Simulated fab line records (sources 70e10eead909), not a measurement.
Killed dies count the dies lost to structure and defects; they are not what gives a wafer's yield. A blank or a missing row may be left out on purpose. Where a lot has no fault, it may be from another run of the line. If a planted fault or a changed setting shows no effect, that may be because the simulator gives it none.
fab line records    flow nandHarc    part 1 of 2: steps 1 to 20 of 27
record: lots: 5  wafers: 15  lastDay: 31
route steps=1302 shown A_STAIRCASE@707
lots that met no fault: from a run of the same line without faults
startH: start of the lot's first displayed wafer, in hours after the record's first day    waitH: hours from the lot's prior step to this one    " same as the row above    L1.1+2: a row that stands for several wafers    - value missing, or start not given    * or withheld: withheld    < > ~ a bound
route shown NAME@n: NAME is a module with steps in the file, n the number in the route of the first one    usual: mean and standard deviation over wafers with no fault    same: alike in all rows    chamber/n: place in a boat    sites: each site's reading    _std_site: standard deviation across them    _edge_site: inner sites' mean taken away from outer sites' mean    radiusMm: how far each site lies from the wafer's centre    mask NAME#n: copy n    behind: the most recent tool/chamber to have shaped the wafer    hold: the reason the lot was held/the length of the hold in hours/how it ended    device: which transistor (n, p or np) failed to switch    end of line: the tests these same wafers got at the end of their route    a step with no rows: only its recipe    killed: not the wafer's yield, but the dies lost to structure and defects at the first sort    map: per-die view of a wafer (x killed, . not killed, _ where there is no die)
set.NAME: the run value of the setting; set.NAME@STEP: its run value at that earlier step    model.NAME: the simulator's own value behind a step, which no gauge read
certain route steps with their lots: each step a table, each wafer a row
services: the hour from which a tool's chamber was out of use, counted from the record's first day as startH (under 0 if before that day), plus the number of hours and why
== steps ==
step: NHARC_A_STAIRCASE_TRIM_193
recipe: timeS: 211.2  o2FlowSccm: 500  arFlowSccm: 0  biasW: 0  chemistry: O2
usual: chamberPressureMTorr: 60.00/0.058  drypumpMotorCurrentA: 5.7/0.39  oesProductAu: 1.000/0.011  rfVppV: 57.7/0.91  showerheadPlenumPTorr: 3.51/0.14  throttleValvePct: 17.036/0.0088
lot.wafer  tool        chamber  startH  waitH  chamberPressureMTorr  drypumpMotorCurrentA  oesProductAu  rfHoursCounterH  rfVppV  showerheadPlenumPTorr  throttleValvePct
L080.4     rieDiel-03  1        -       -      59.95                 5.6                   1.006         38               57.6    3.59                   17.033
L080.6     "           3        "       "      59.89                 5.8                   1.000         -                58.5    3.41                   17.018
L080.5     "           0        "       "      60.12                 6.1                   1.010         -                58.0    3.39                   17.038
L081.4     rieDiel-03  2        -       -      60.09                 6.1                   1.017         36               56.6    3.59                   17.036
L081.2     "           0        "       "      60.10                 6.1                   1.003         40               57.3    3.39                   17.031
L081.6     "           3        "       "      59.90                 5.9                   0.983         -                56.7    3.41                   17.052
L085.1     rieDiel-06  0        -       -      60.04                 5.4                   1.003         57               59.7    3.74                   17.049
L085.4     "           3        "       "      59.98                 5.4                   0.999         55               58.4    3.78                   17.032
L085.5     "           1        "       "      60.02                 4.9                   0.989         -                55.9    3.43                   17.052
L087.2     rieDiel-03  0        -       -      59.97                 6.1                   0.987         11               56.6    3.38                   17.028
L087.5     "           1        "       "      59.95                 5.7                   1.009         -                58.7    3.58                   17.023
L087.6     "           2        "       "      60.05                 6.0                   0.993         -                58.8    3.58                   17.025
L093.4     rieDiel-03  0        -       -      59.86                 6.1                   0.991         26               57.7    3.37                   17.032
L093.2     "           1        "       "      60.02                 5.6                   1.016         24               58.5    3.57                   17.041
L093.3     "           2        "       "      59.94                 6.1                   0.993         29               58.0    3.58                   17.027
step: NHARC_A_STAIRCASE_ETCH_194
recipe: targetDepthA: 1000  timeS: 40.5  ionEnergyEv: 400  c4f8FlowSccm: 20  o2FlowSccm: 10  arFlowSccm: withheld  rfW: 600  biasW: 1000  chemistry: C4F8/O2
usual: chamberPressureMTorr: 25.002/0.021  oesProductAu: 0.944/0.012  rfVppV: 896/5.2
lot.wafer  tool        chamber  startH  waitH  chamberPressureMTorr  oesProductAu  rfHoursCounterH  rfVppV
L080.4     rieDiel-03  0        -       -      24.991                0.952         39               890
L080.5     "           2        "       "      25.023                0.963         -                899
L080.6     "           3        "       "      24.989                0.931         -                892
L081.4     rieDiel-03  3        -       -      24.976                0.933         36               892
L081.2     "           1        "       "      25.006                0.941         39               899
L081.6     "           2        "       "      24.990                0.935         -                899
L085.1     rieDiel-06  2        -       -      25.035                0.944         56               904
L085.4     "           3        "       "      24.996                0.935         55               906
L085.5     "           3        "       "      24.996                0.935         -                904
L087.2     rieDiel-03  1        -       -      24.979                0.962         11               898
L087.6     "           2        "       "      24.996                0.936         -                899
L087.5     "           3        "       "      25.031                0.939         -                892
L093.4     rieDiel-03  2        -       -      24.963                0.940         29               898
L093.2     "           3        "       "      24.999                0.930         30               891
L093.3     "           0        "       "      25.003                0.940         26               890
step: NHARC_A_STAIRCASE_TRIM_196
recipe: timeS: 211.2  o2FlowSccm: 500  arFlowSccm: 0  biasW: 0  chemistry: O2
usual: chamberPressureMTorr: 60.00/0.055  drypumpMotorCurrentA: 5.6/0.39  oesProductAu: 1.001/0.011  rfVppV: 57.8/0.92  showerheadPlenumPTorr: 3.55/0.16  throttleValvePct: 17.035/0.0094
lot.wafer  tool        chamber  startH  waitH  chamberPressureMTorr  drypumpMotorCurrentA  oesProductAu  rfHoursCounterH  rfVppV  showerheadPlenumPTorr  throttleValvePct
L080.4     rieDiel-03  3        414.78  0.1    60.01                 5.9                   0.987         34               56.9    3.41                   17.040
L080.5     "           0        "       "      60.05                 6.1                   1.012         -                57.7    3.39                   17.031
L080.6     "           1        "       "      60.07                 5.7                   1.008         -                57.9    3.59                   17.044
L081.2     rieDiel-03  2        423.58  0.1    59.93                 6.0                   1.009         36               56.8    3.59                   17.036
L081.4     "           3        "       "      59.98                 5.8                   0.994         36               56.0    3.41                   17.031
L081.6     "           0        "       "      59.96                 6.1                   1.013         -                57.8    3.39                   17.040
L085.4     rieDiel-09  3        463.05  0.1    60.05                 4.9                   1.003         42               56.9    3.53                   17.042
L085.1     "           2        "       "      59.95                 5.6                   0.996         45               56.5    3.39                   17.032
L085.5     "           3        "       "      60.06                 4.9                   1.006         -                58.5    3.53                   17.021
L087.2     rieDiel-03  0        505.61  0.1    59.95                 6.1                   0.991         11               56.9    3.38                   17.010
L087.5     "           0        "       "      59.97                 6.1                   0.981         -                57.8    3.38                   17.034
L087.6     "           1        "       "      59.99                 5.6                   1.010         -                58.9    3.58                   17.046
L093.2     rieDiel-09  0        542.31  0.1    60.01                 5.8                   1.010         15               58.3    3.74                   17.055
L093.3     "           1        "       "      60.00                 5.5                   1.004         13               57.3    3.35                   17.021
L093.4     "           2        "       "      59.96                 5.6                   1.004         15               56.8    3.37                   17.039
step: NHARC_A_STAIRCASE_ETCH_197
recipe: targetDepthA: 1000  timeS: 40.5  ionEnergyEv: 400  c4f8FlowSccm: 20  o2FlowSccm: 10  arFlowSccm: withheld  rfW: 600  biasW: 1000  chemistry: C4F8/O2
usual: chamberPressureMTorr: 24.998/0.025  oesProductAu: 0.953/0.022  rfVppV: 897/5.7
lot.wafer  tool        chamber  startH  waitH  chamberPressureMTorr  oesProductAu  rfHoursCounterH  rfVppV
L080.4     rieDiel-03  2        -       -      24.946                0.944         34               898
L080.5     "           3        "       "      25.003                0.926         -                892
L080.6     "           0        "       "      24.969                0.932         -                892
L081.4     rieDiel-03  0        -       -      24.989                0.945         40               891
L081.2     "           2        "       "      24.970                0.961         36               898
L081.6     "           3        "       "      24.955                0.936         -                892
L085.1     rieDiel-09  1        -       -      25.016                0.958         47               891
L085.4     "           3        "       "      25.041                0.946         42               896
L085.5     "           0        "       "      24.984                0.937         -                904
L087.2     rieDiel-03  0        -       -      25.016                0.931         11               891
L087.6     "           2        "       "      25.002                0.941         -                897
L087.5     "           3        "       "      24.969                0.937         -                891
L093.4     rieDiel-09  1        -       -      25.015                0.968         13               889
L093.3     "           2        "       "      25.031                0.985         15               890
L093.2     "           3        "       "      24.972                0.970         17               895
step: NHARC_A_STAIRCASE_TRIM_198
recipe: timeS: 211.2  o2FlowSccm: 500  arFlowSccm: 0  biasW: 0  chemistry: O2
usual: chamberPressureMTorr: 60.00/0.058  drypumpMotorCurrentA: 5.6/0.37  oesProductAu: 1.001/0.011  rfVppV: 57.9/0.9  showerheadPlenumPTorr: 3.54/0.16  throttleValvePct: 17.036/0.0093
lot.wafer  tool        chamber  startH  waitH  chamberPressureMTorr  drypumpMotorCurrentA  oesProductAu  rfHoursCounterH  rfVppV  showerheadPlenumPTorr  throttleValvePct
L080.4     rieDiel-03  2        -       -      60.06                 6.1                   1.006         35               56.6    3.60                   17.038
L080.5     "           3        "       "      59.88                 5.9                   0.988         -                58.1    3.41                   17.030
L080.6     "           0        "       "      60.05                 6.1                   1.001         -                57.0    3.39                   17.048
L081.2     rieDiel-03  0        -       -      59.95                 6.1                   1.003         40               57.2    3.39                   17.028
L081.4     "           1        "       "      59.90                 5.6                   0.997         40               60.1    3.59                   17.031
L081.6     "           1        "       "      60.06                 5.7                   1.001         -                58.8    3.59                   17.031
L085.1     rieDiel-09  2        -       -      59.95                 5.6                   1.005         45               57.6    3.39                   17.032
L085.4     "           1        "       "      60.14                 5.5                   1.015         47               57.4    3.36                   17.054
L085.5     "           2        "       "      59.94                 5.6                   1.015         -                57.9    3.39                   17.032
L087.2     rieDiel-03  1        -       -      60.01                 5.6                   1.000         11               56.9    3.58                   17.036
L087.6     "           3        "       "      60.05                 5.8                   0.987         -                57.3    3.40                   17.025
L087.5     "           0        "       "      59.98                 6.1                   0.989         -                58.2    3.38                   17.031
L093.4     rieDiel-09  1        -       -      60.11                 5.5                   1.020         13               58.6    3.35                   17.038
L093.2     "           2        "       "      60.06                 5.6                   1.006         15               56.4    3.37                   17.032
L093.3     "           0        "       "      60.01                 5.9                   1.016         15               57.8    3.74                   17.028
step: NHARC_A_STAIRCASE_ETCH_199
recipe: targetDepthA: 1000  timeS: 40.5  ionEnergyEv: 400  c4f8FlowSccm: 20  o2FlowSccm: 10  arFlowSccm: withheld  rfW: 600  biasW: 1000  chemistry: C4F8/O2
usual: chamberPressureMTorr: 25.001/0.023  oesProductAu: 0.949/0.014  rfVppV: 897/5.7
lot.wafer  tool        chamber  startH  waitH  chamberPressureMTorr  oesProductAu  rfHoursCounterH  rfVppV
L080.4     rieDiel-03  0        -       -      25.023                0.938         39               892
L080.5     "           3        "       "      25.006                0.926         -                893
L080.6     "           0        "       "      25.025                0.940         -                892
L081.4     rieDiel-03  0        -       -      24.993                0.928         41               891
L081.2     "           2        "       "      25.026                0.956         36               898
L081.6     "           0        "       "      24.985                0.948         -                890
L085.1     rieDiel-09  2        -       -      25.011                0.943         45               891
L085.4     "           3        "       "      24.992                0.935         42               896
L085.5     "           0        "       "      25.009                0.940         -                905
L087.2     rieDiel-03  3        -       -      25.018                0.942         15               893
L087.5     "           2        "       "      24.990                0.949         -                898
L087.6     "           3        "       "      24.979                0.936         -                891
L093.3     rieDiel-09  0        -       -      25.011                0.977         15               903
L093.2     "           1        "       "      25.017                0.953         13               889
L093.4     "           3        "       "      25.019                0.966         18               896
step: NHARC_A_STAIRCASE_TRIM_200
recipe: timeS: 211.2  o2FlowSccm: 500  arFlowSccm: 0  biasW: 0  chemistry: O2
usual: chamberPressureMTorr: 59.99/0.05  drypumpMotorCurrentA: 5.6/0.38  oesProductAu: 1.001/0.011  rfVppV: 57.9/0.96  showerheadPlenumPTorr: 3.55/0.16  throttleValvePct: 17.037/0.0098
lot.wafer  tool        chamber  startH  waitH  chamberPressureMTorr  drypumpMotorCurrentA  oesProductAu  rfHoursCounterH  rfVppV  showerheadPlenumPTorr  throttleValvePct
L080.4     rieDiel-03  0        -       -      60.00                 6.1                   0.997         39               57.5    3.39                   17.026
L080.5     "           0        "       "      59.95                 6.2                   0.997         -                57.8    3.39                   17.033
L080.6     "           1        "       "      60.02                 5.6                   0.995         -                58.3    3.59                   17.024
L081.2     rieDiel-03  2        -       -      60.02                 6.1                   1.013         36               57.7    3.59                   17.038
L081.4     "           3        "       "      60.03                 5.9                   0.989         36               57.7    3.41                   17.036
L081.6     "           3        "       "      60.06                 5.9                   0.996         -                57.4    3.41                   17.053
L085.4     rieDiel-09  0        -       -      60.03                 5.8                   1.008         36               58.9    3.76                   17.039
L085.1     "           2        "       "      60.03                 5.6                   0.994         45               57.7    3.39                   17.046
L085.5     "           1        "       "      59.93                 5.5                   1.018         -                56.8    3.36                   17.040
L087.2     rieDiel-03  3        -       -      60.00                 5.9                   0.988         15               55.9    3.40                   17.040
L087.5     "           1        "       "      59.90                 5.6                   1.001         -                58.2    3.58                   17.020
L087.6     "           2        "       "      60.03                 6.0                   0.995         -                57.8    3.58                   17.047
L093.4     rieDiel-09  1        -       -      60.04                 5.5                   1.010         13               57.3    3.35                   17.040
L093.3     "           2        "       "      60.01                 5.6                   1.011         15               57.4    3.37                   17.039
L093.2     "           3        "       "      59.99                 4.9                   1.007         18               59.1    3.51                   17.045
step: NHARC_A_STAIRCASE_ETCH_201
recipe: targetDepthA: 1000  timeS: 40.5  ionEnergyEv: 400  c4f8FlowSccm: 20  o2FlowSccm: 10  arFlowSccm: withheld  rfW: 600  biasW: 1000  chemistry: C4F8/O2
usual: chamberPressureMTorr: 25.001/0.021  oesProductAu: 0.943/0.015  rfVppV: 896/6
lot.wafer  tool        chamber  startH  waitH  chamberPressureMTorr  oesProductAu  rfHoursCounterH  rfVppV
L080.4     rieDiel-03  3        -       -      24.964                0.939         35               891
L080.5     "           3        "       "      25.016                0.941         -                891
L080.6     "           0        "       "      25.012                0.957         -                891
L081.4     rieDiel-03  1        -       -      24.980                0.963         40               900
L081.2     "           2        "       "      24.992                0.947         36               900
L081.6     "           1        "       "      24.992                0.949         -                899
L085.1     rieDiel-09  2        -       -      25.020                0.935         45               889
L085.4     "           0        "       "      25.000                0.941         36               904
L085.5     "           1        "       "      25.036                0.958         -                889
L087.2     rieDiel-03  0        -       -      24.979                0.930         11               892
L087.5     "           3        "       "      24.979                0.924         -                892
L087.6     "           0        "       "      24.986                0.923         -                891
L093.2     rieDiel-09  1        -       -      24.971                0.950         13               891
L093.3     "           2        "       "      24.995                0.963         15               891
L093.4     "           0        "       "      25.017                0.978         16               903
step: NHARC_A_STAIRCASE_TRIM_202
recipe: timeS: 211.2  o2FlowSccm: 500  arFlowSccm: 0  biasW: 0  chemistry: O2
usual: chamberPressureMTorr: 60.00/0.063  drypumpMotorCurrentA: 5.6/0.37  oesProductAu: 1.001/0.011  rfVppV: 57.8/0.87  showerheadPlenumPTorr: 3.55/0.16  throttleValvePct: 17.038/0.0084
lot.wafer  tool        chamber  startH  waitH  chamberPressureMTorr  drypumpMotorCurrentA  oesProductAu  rfHoursCounterH  rfVppV  showerheadPlenumPTorr  throttleValvePct
L080.4     rieDiel-03  3        -       -      59.98                 5.8                   0.992         35               58.6    3.41                   17.046
L080.5     "           1        "       "      60.00                 5.6                   1.004         -                58.3    3.59                   17.031
L080.6     "           2        "       "      60.00                 6.0                   1.006         -                58.7    3.60                   17.038
L081.4     rieDiel-03  2        -       -      59.97                 6.1                   1.013         36               56.7    3.59                   17.038
L081.2     "           0        "       "      59.98                 6.1                   1.005         41               56.1    3.39                   17.046
L081.6     "           2        "       "      60.03                 6.0                   1.005         -                56.8    3.59                   17.044
L085.1     rieDiel-09  1        -       -      60.04                 5.5                   1.011         47               57.1    3.36                   17.041
L085.4     "           2        "       "      60.00                 5.6                   0.991         45               57.3    3.39                   17.030
L085.5     "           3        "       "      60.01                 4.9                   1.016         -                55.3    3.53                   17.031
L087.2     rieDiel-03  3        -       -      60.04                 5.8                   0.983         15               57.6    3.40                   17.045
L087.5     "           2        "       "      59.89                 6.0                   0.979         -                57.8    3.58                   17.047
L087.6     "           3        "       "      59.94                 5.9                   0.982         -                56.9    3.40                   17.038
L093.2     rieDiel-09  0        -       -      60.01                 5.8                   1.017         16               59.4    3.74                   17.035
L093.3     "           1        "       "      60.10                 5.5                   1.001         13               57.0    3.35                   17.036
L093.4     "           3        "       "      59.89                 4.9                   0.991         18               57.5    3.51                   17.033
step: NHARC_A_STAIRCASE_ETCH_203
recipe: targetDepthA: 1000  timeS: 40.5  ionEnergyEv: 400  c4f8FlowSccm: 20  o2FlowSccm: 10  arFlowSccm: withheld  rfW: 600  biasW: 1000  chemistry: C4F8/O2
usual: chamberPressureMTorr: 25.004/0.024  oesProductAu: 0.943/0.012  rfVppV: 897/5.8
lot.wafer  tool        chamber  startH  waitH  chamberPressureMTorr  oesProductAu  rfHoursCounterH  rfVppV
L080.4     rieDiel-03  3        -       -      25.039                0.922         35               892
L080.6     "           0        "       "      25.023                0.943         -                891
L080.5     "           1        "       "      24.999                0.937         -                900
L081.2     rieDiel-03  3        -       -      24.974                0.931         36               892
L081.4     "           0        "       "      25.041                0.955         41               891
L081.6     "           2        "       "      25.016                0.949         -                898
L085.1     rieDiel-09  2        -       -      24.984                0.946         46               891
L085.4     "           3        "       "      25.000                0.933         42               895
L085.5     "           2        "       "      25.018                0.924         -                890
L087.2     rieDiel-03  1        -       -      24.995                0.951         12               898
L087.6     "           1        "       "      24.964                0.939         -                898
L087.5     "           2        "       "      25.030                0.939         -                898
L093.3     rieDiel-09  2        -       -      25.030                0.959         15               891
L093.2     "           3        "       "      25.013                0.953         18               896
L093.4     "           0        "       "      25.003                0.970         16               903
step: NHARC_A_STAIRCASE_STRIP_205
recipe: powerW: 1500  tempC: 250  chemistry: O2
usual: drypumpMotorCurrentA: 5.1/0.36  heaterPowerW: 345/13
lot.wafer  tool            chamber  startH  waitH  drypumpMotorCurrentA  heaterPowerW  rfHoursCounterH
L080.4     plasmaAsher-02  0        416.20  0.3    5.4                   328           -
L080.5     "               1        "       "      4.7                   356           -
L080.6     "               0        "       "      5.4                   334           -
L081.2     plasmaAsher-02  1        424.60  0.1    4.7                   357           39
L081.4     "               0        "       "      5.3                   334           -
L081.6     "               1        "       "      4.7                   367           -
L085.1     plasmaAsher-02  0        464.31  0.1    5.4                   322           15
L085.4     "               1        "       "      4.7                   353           -
L085.5     "               0        "       "      5.3                   328           -
L087.2     plasmaAsher-02  1        506.86  0.1    4.7                   366           29
L087.5     "               1        "       "      4.7                   358           -
L087.6     "               0        "       "      5.4                   327           -
L093.2     plasmaAsher-02  1        543.40  0.1    4.7                   355           43
L093.4     "               0        "       "      5.3                   332           -
L093.3     "               1        "       "      4.7                   364           -
step: NHARC_A_STAIRCASE_STRIP_206
recipe: timeS: 900  tempC: 130  chemistry: SPM
usual: bathGuardTempC: 129.8/0.53
lot.wafer  tool         chamber  startH  waitH  bathGuardTempC
L080.5     wetBench-06  7        416.41  0.1    129.8
L080.6     "            1        "       "      129.7
L080.4     "            2        "       "      129.7
L081.4     wetBench-06  7        424.95  0.2    130.0
L081.2     "            1        "       "      129.7
L081.6     "            3        "       "      129.4
L085.1     wetBench-02  3        464.63  0.3    130.5
L085.4     "            5        "       "      129.1
L085.5     "            6        "       "      130.4
L087.2     wetBench-02  3        507.21  0.3    130.2
L087.6     "            4        "       "      129.9
L087.5     "            0        "       "      129.3
L093.3     wetBench-07  5        543.71  0.2    130.0
L093.4     "            6        "       "      129.3
L093.2     "            0        "       "      129.8
step: NHARC_A_STAIRCASE_PRECLEAN_207
recipe: timeS: *  tempC: 50  bathAgeMin: 0  chemistry: SC1
usual: bathGuardTempC: 49.8/0.51
lot.wafer  tool         chamber  startH  waitH  bathGuardTempC
L080.5     wetBench-06  7        -       -      49.7
L080.6     "            1        "       "      50.0
L080.4     "            2        "       "      49.6
L081.4     wetBench-06  7        -       -      49.9
L081.2     "            1        "       "      50.1
L081.6     "            3        "       "      49.3
L085.1     wetBench-02  3        -       -      50.7
L085.4     "            5        "       "      49.3
L085.5     "            6        "       "      50.4
L087.2     wetBench-02  3        -       -      50.5
L087.6     "            4        "       "      49.7
L087.5     "            0        "       "      49.3
L093.3     wetBench-07  5        -       -      49.4
L093.4     "            6        "       "      49.3
L093.2     "            0        "       "      49.5
step: NHARC_A_STAIRCASE_SRD_208
lot.wafer   tool         chamber  startH  waitH
L080.5+6+4  wetBench-06  7,1,2    -       -
L081.4+2+6  wetBench-06  7,1,3    -       -
L085.1+4+5  wetBench-02  3,5,6    -       -
L087.2+6+5  wetBench-02  3,4,0    -       -
L093.3+4+2  wetBench-07  5,6,0    -       -
step: NHARC_A_STAIRCASE_DEHYDRATE_209
recipe: tempC: 150  timeS: 120
lot.wafer   tool           chamber  startH  waitH
L080.4+5+6  lithoTrack-05  0        416.88  -
L081.2+4+6  lithoTrack-03  0        425.40  -
L085.1+4+5  lithoTrack-05  0        465.07  -
L087.2+5+6  lithoTrack-02  0        507.67  -
L093.2+3+4  lithoTrack-02  0        544.16  -
step: NHARC_A_STAIRCASE_HMDS_210
recipe: timeS: 30
lot.wafer   tool           chamber  startH  waitH
L080.4+5+6  lithoTrack-05  0        -       -
L081.2+4+6  lithoTrack-03  0        -       -
L085.1+4+5  lithoTrack-05  0        -       -
L087.2+5+6  lithoTrack-02  0        -       -
L093.2+3+4  lithoTrack-02  0        -       -
step: NHARC_A_STAIRCASE_COAT_211
recipe: spinRpm: 1200
lot.wafer   tool           chamber  startH  waitH
L080.4+5+6  lithoTrack-05  0        -       -
L081.2+4+6  lithoTrack-03  0        -       -
L085.1+4+5  lithoTrack-05  0        -       -
L087.2+5+6  lithoTrack-02  0        -       -
L093.2+3+4  lithoTrack-02  0        -       -
step: NHARC_A_STAIRCASE_SOFTBAKE_212
recipe: tempC: 135  timeS: 170
lot.wafer   tool           chamber  startH  waitH
L080.4+5+6  lithoTrack-05  0        -       -
L081.2+4+6  lithoTrack-03  0        -       -
L085.1+4+5  lithoTrack-05  0        -       -
L087.2+5+6  lithoTrack-02  0        -       -
L093.2+3+4  lithoTrack-02  0        -       -
step: NHARC_A_STAIRCASE_EBR_213
lot.wafer   tool           chamber  startH  waitH
L080.4+5+6  lithoTrack-05  0        -       -
L081.2+4+6  lithoTrack-03  0        -       -
L085.1+4+5  lithoTrack-05  0        -       -
L087.2+5+6  lithoTrack-02  0        -       -
L093.2+3+4  lithoTrack-02  0        -       -
step: NHARC_A_STAIRCASE_EXPOSE_214
recipe: na: 0.5  doseMj: 31.26  maskId: STAIR_3
usual: exposureDoseMJCm2: 31.25/0.033
lot.wafer  tool           chamber  startH  waitH  mask       exposureDoseMJCm2
L080.4     krfScanner-03  0        417.24  -      STAIR_3#0  31.27
L080.5     "              0        "       "      STAIR_3#0  31.25
L080.6     "              0        "       "      STAIR_3#0  31.24
L081.2     krfScanner-04  0        425.73  -      STAIR_3#0  31.24
L081.4     "              0        "       "      STAIR_3#0  31.26
L081.6     "              0        "       "      STAIR_3#0  31.21
L085.1     krfScanner-02  0        465.40  -      STAIR_3#0  31.25
L085.4     "              0        "       "      STAIR_3#0  31.24
L085.5     "              0        "       "      STAIR_3#0  31.23
L087.2     krfScanner-02  0        508.00  -      STAIR_3#0  31.28
L087.5     "              0        "       "      STAIR_3#0  31.29
L087.6     "              0        "       "      STAIR_3#0  31.27
L093.2     krfScanner-04  0        544.37  -      STAIR_3#0  31.23
L093.3     "              0        "       "      STAIR_3#0  31.24
L093.4     "              0        "       "      STAIR_3#0  31.26
